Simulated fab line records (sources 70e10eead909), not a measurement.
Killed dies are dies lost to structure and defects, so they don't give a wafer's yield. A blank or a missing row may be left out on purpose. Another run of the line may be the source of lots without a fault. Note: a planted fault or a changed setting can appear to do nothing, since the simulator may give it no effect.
The tool behind it: which one? | flow nand harc | 36 wafers from 12 lots sampled at 4 of the route's 1159 steps

== WHAT THE GAUGES SHOWED, per wafer ==
The record lacks any reading of a measuring or inspecting step that a usual standard deviation could be used to judge.

== WHICH TOOL RAN EACH LOT (tool, then ch and the chambers of the sampled wafers, then the start) ==
lot  | NHARC_A_SLIT_ETCH_15                          | NHARC_A_WL_FILL_ETCHBACK_05       | NHARC_A_CONTACT_DEP_24          | NHARC_A_CONTACT_DESCUM_47
L626 | rie diel-05 ch 0,1,3, day 15 04:29 or earlier | rie metal-02 ch 0,1, day 15 04:29 | pecvd-03 ch 0,1, day 16 03:09   | rie diel-07 ch 0,1,2, day 16 06:46
L627 | rie diel-05 ch 0,1, day 14 20:34              | rie metal-01 ch 0,1, day 15 16:31 | pecvd-03 ch 0,1,2, day 16 22:47 | rie diel-07 ch 1,3, day 17 02:38
L631 | rie diel-09 ch 1,3, day 16 01:08 or earlier   | rie metal-01 ch 0,1, day 16 01:08 | pecvd-03 ch 0,1, day 17 03:09   | rie diel-13 ch 0,2,3, day 17 06:48
L630 | rie diel-11 ch 0,3, day 15 22:19 or earlier   | rie metal-01 ch 0,1, day 15 22:19 | pecvd-01 ch 0,2, day 16 22:30   | rie diel-13 ch 0,1, day 17 02:13
L632 | rie diel-09 ch 0,2, day 17 06:12 or earlier   | rie metal-03 ch 0,1, day 17 06:12 | pecvd-01 ch 1,2, day 18 04:24   | rie diel-07 ch 1,2, day 18 09:37
L636 | rie diel-11 ch 0,2,3, day 18 08:28 or earlier | rie metal-01 ch 0,1, day 18 08:28 | pecvd-03 ch 0,1,2, day 19 13:10 | rie diel-07 ch 0,1,2, day 19 16:37
L637 | rie diel-11 ch 0,1,2, day 18 11:16 or earlier | rie metal-03 ch 0,1, day 18 11:16 | pecvd-03 ch 0,1,2, day 19 08:46 | rie diel-13 ch 0,2,3, day 19 13:35
L642 | rie diel-05 ch 0,1, day 18 21:52 or earlier   | rie metal-01 ch 0,1, day 18 21:52 | pecvd-03 ch 0,2, day 19 19:08   | rie diel-07 ch 0,1, day 20 01:11
L644 | rie diel-09 ch 0,2,3, day 19 14:04 or earlier | rie metal-01 ch 0,1, day 19 14:04 | pecvd-01 ch 0,1,2, day 20 11:35 | rie diel-07 ch 1,2, day 20 16:18
L647 | rie diel-11 ch 0,2,3, day 20 15:34 or earlier | rie metal-03 ch 0,1, day 20 15:34 | pecvd-04 ch 0,1,2, day 21 15:39 | rie diel-13 ch 0,1,2, day 21 19:28
L646 | rie diel-09 ch 1,2,3, day 20 16:04 or earlier | rie metal-01 ch 0,1, day 20 16:04 | pecvd-01 ch 0,1, day 21 15:11   | rie diel-07 ch 0,1,2, day 21 19:02
L648 | rie diel-11 ch 1,3, day 21 00:30 or earlier   | rie metal-01 ch 0,1, day 21 00:30 | pecvd-01 ch 0,1, day 22 02:26   | rie diel-07 ch 0,1,3, day 22 06:37
- NHARC_A_SLIT_ETCH_15: etches the open film in O2/COS, target depth 3200 nm, time 832 s.
- NHARC_A_WL_FILL_ETCHBACK_05: etches the open film in Cl2/BCl3, target depth 22 nm, time 60 s.
- NHARC_A_CONTACT_DEP_24: deposits SiO2, target thk 500 nm.
- NHARC_A_CONTACT_DESCUM_47: chemistry O2, time 3 s.

== WHAT THE TOOLS THEMSELVES READ (means of the sampled wafers that have a number; where no wafer has one, the mark that the record gives instead) ==
NHARC_A_SLIT_ETCH_15. Usual: bias w is 300.0 W with standard deviation 0.89, drypump motor current A is 5.8 A with standard deviation 0.36, mfc ar sccm is 0.006 sccm with standard deviation 0.012, oes product au is 1.001 a.u. with standard deviation 0.0075, rf vpp V is 314.2 V with standard deviation 2.2, showerhead plenum p Torr is 3.13 Torr with standard deviation 0.14, and throttle valve pct is 28.332 % with standard deviation 0.009.
lot  | tool        | bias w (W) | drypump motor current A (A) | mfc ar sccm (sccm) | oes product au (a.u.) | rf vpp V (V) | showerhead plenum p Torr (Torr) | throttle valve pct (%) | flag
L626 | rie diel-05 | 300.3      | 5.8                         | 0.006              | 1.007                 | 314.7        | 3.17                            | 28.322                 |
L627 | rie diel-05 | 299.8      | 5.6                         | 0.000              | 1.000                 | 315.9        | 3.23                            | 28.330                 |
L631 | rie diel-09 | 300.7      | 5.9                         | 0.003              | 1.005                 | 316.2        | 3.26                            | 28.334                 |
L630 | rie diel-11 | 300.0      | 5.7                         | 0.000              | 0.996                 | 315.9        | 3.23                            | 28.327                 |
L632 | rie diel-09 | 299.6      | 6.3                         | 0.000              | 1.004                 | 314.4        | 3.13                            | 28.329                 |
L636 | rie diel-11 | 300.3      | 5.5                         | 0.013              | 0.998                 | 313.8        | 3.12                            | 28.348                 |
L637 | rie diel-11 | 299.6      | 5.6                         | 0.013              | 1.012                 | 313.4        | 3.06                            | 28.333                 |
L642 | rie diel-05 | 300.1      | 5.7                         | 0.000              | 0.997                 | 314.4        | 3.10                            | 28.336                 |
L644 | rie diel-09 | 299.4      | 5.9                         | 0.003              | 1.011                 | 313.6        | 3.13                            | 28.334                 |
L647 | rie diel-11 | 300.2      | 5.5                         | 0.013              | 0.996                 | 314.6        | 3.12                            | 28.331                 |
L646 | rie diel-09 | 299.9      | 5.8                         | 0.003              | 0.998                 | 314.4        | 3.18                            | 28.332                 |
L648 | rie diel-11 | 299.7      | 5.5                         | 0.000              | 0.995                 | 314.9        | 3.17                            | 28.332                 |

NHARC_A_WL_FILL_ETCHBACK_05. Usual: drypump motor current A 5.7 A, standard deviation 0.49; oes product au 0.999 a.u., standard deviation 0.0077; temp c 40.02 C, standard deviation 0.12.
lot  | tool         | drypump motor current A (A) | oes product au (a.u.) | temp c (C) | flag
L626 | rie metal-02 | 5.1                         | 1.000                 | 40.00      |
L627 | rie metal-01 | 5.8                         | 0.997                 | 40.02      |
L631 | rie metal-01 | 5.9                         | 1.010                 | 40.01      |
L630 | rie metal-01 | 5.9                         | 0.995                 | 39.94      |
L632 | rie metal-03 | 6.0                         | 1.007                 | 39.95      |
L636 | rie metal-01 | 5.9                         | 1.000                 | 40.01      |
L637 | rie metal-03 | 6.1                         | 0.997                 | 40.11      |
L642 | rie metal-01 | 5.9                         | 0.997                 | 39.92      |
L644 | rie metal-01 | 5.8                         | 0.985                 | 40.00      |
L647 | rie metal-03 | 6.0                         | 1.007                 | 39.93      |
L646 | rie metal-01 | 5.8                         | 0.989                 | 39.96      |
L648 | rie metal-01 | 5.8                         | 0.991                 | 39.98      |

NHARC_A_CONTACT_DEP_24. Usual: flow sccm 2650 sccm, standard deviation 7.6; heater power w 524 W, standard deviation 97; mfc precursor sccm 161.4 sccm, standard deviation 0.45; throttle valve pct 15.9 %, standard deviation 0.46.
lot  | tool     | flow sccm (sccm) | heater power w (W) | mfc precursor sccm (sccm) | throttle valve pct (%) | flag
L626 | pecvd-03 | 2655             | 487                | 161.5                     | 15.9                   |
L627 | pecvd-03 | 2652             | 516                | 161.3                     | 16.0                   |
L631 | pecvd-03 | 2654             | 569                | 161.2                     | 16.1                   |
L630 | pecvd-01 | 2647             | 441                | 161.4                     | 15.7                   |
L632 | pecvd-01 | 2656             | 607                | 161.7                     | 15.9                   |
L636 | pecvd-03 | 2652             | 455                | 168.7                     | 16.2                   | OFF
L637 | pecvd-03 | 2644             | 509                | 161.4                     | 16.0                   |
L642 | pecvd-03 | 2654             | 484                | 168.5                     | 16.4                   | OFF
L644 | pecvd-01 | 2649             | 509                | 161.8                     | 15.7                   |
L647 | pecvd-04 | 2651             | 685                | 161.6                     | 15.9                   |
L646 | pecvd-01 | 2639             | 458                | 161.4                     | 15.5                   |
L648 | pecvd-01 | 2641             | 483                | 161.2                     | 15.6                   |

NHARC_A_CONTACT_DESCUM_47. Usual: drypump motor current A 5.6 A, standard deviation 0.37; mfc ar sccm 0.003 sccm, standard deviation 0.0062; oes product au 1.002 a.u., standard deviation 0.0081; rf vpp V 57.8 V, standard deviation 0.92; showerhead plenum p Torr 1.92 Torr, standard deviation 0.11; throttle valve pct 11.311 %, standard deviation 0.0095.
lot  | tool        | drypump motor current A (A) | mfc ar sccm (sccm) | oes product au (a.u.) | rf vpp V (V) | showerhead plenum p Torr (Torr) | throttle valve pct (%) | flag
L626 | rie diel-07 | 5.4                         | 0.000              | 0.993                 | 57.7         | 1.92                            | 11.314                 |
L627 | rie diel-07 | 6.0                         | 0.004              | 0.994                 | 56.6         | 1.83                            | 11.312                 |
L631 | rie diel-13 | 5.5                         | 0.007              | 1.013                 | 57.8         | 1.94                            | 11.314                 |
L630 | rie diel-13 | 5.7                         | 0.000              | 1.005                 | 57.9         | 1.86                            | 11.314                 |
L632 | rie diel-07 | 5.6                         | 0.000              | 1.002                 | 58.8         | 2.04                            | 11.311                 |
L636 | rie diel-07 | 5.4                         | 0.000              | 1.007                 | 58.3         | 2.01                            | 11.320                 |
L637 | rie diel-13 | 5.5                         | 0.007              | 0.997                 | 57.9         | 1.94                            | 11.317                 |
L642 | rie diel-07 | 5.5                         | 0.000              | 1.000                 | 57.4         | 1.97                            | 11.311                 |
L644 | rie diel-07 | 5.6                         | 0.000              | 0.997                 | 58.1         | 1.99                            | 11.308                 |
L647 | rie diel-13 | 5.8                         | 0.000              | 1.007                 | 58.0         | 1.91                            | 11.316                 |
L646 | rie diel-07 | 5.4                         | 0.000              | 0.991                 | 58.8         | 2.01                            | 11.310                 |
L648 | rie diel-07 | 5.6                         | 0.002              | 0.992                 | 57.6         | 1.91                            | 11.306                 |

== THE ANSWER, worked out from the rows above alone ==
Rule: a lot counts as off when the mean over its wafers that have a number is more than 3 standard deviations away from the usual mean. Also off: a lot with no number at a reading for which 4 or more lots have one. The other lots that the step has rows for count as sound. First the gauges in route order, then the tools' own readings, where a lot's mean is used as printed above. The first step at which some lot is off is used, and at that step the reading that is off furthest; a lot without a number counts as furthest.
Off at NHARC_A_CONTACT_DEP_24 (mfc precursor sccm): L636, L642.
If a tool, at that step or one of the process steps before it, ran each lot that is off and ran no sound lot following the first of them, it fits. NHARC_A_SLIT_ETCH_15: start missing for some lots; hours and lot order therefore follow NHARC_A_WL_FILL_ETCHBACK_05. One candidate fits, namely pecvd-03 at NHARC_A_CONTACT_DEP_24. A fault onset in the window from L637 (day 19 08:46, its last sound lot) to L636 (day 19 13:10, its first lot off) fits.
On the lots that are off, the tool's own readings at NHARC_A_CONTACT_DEP_24 differ by more than 5 times the standard deviation of the sound lots' means, which bears it out; mfc precursor sccm reads 168.6 sccm there versus 161.4 sccm on the sound lots.

== WHAT THE SIMULATOR PUT IN ==
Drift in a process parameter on pecvd-03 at NHARC_A_CONTACT_DEP_24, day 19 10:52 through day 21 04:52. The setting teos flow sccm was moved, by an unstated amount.
Struck lots among those shown: L636, L642. The same result came from the rule above.
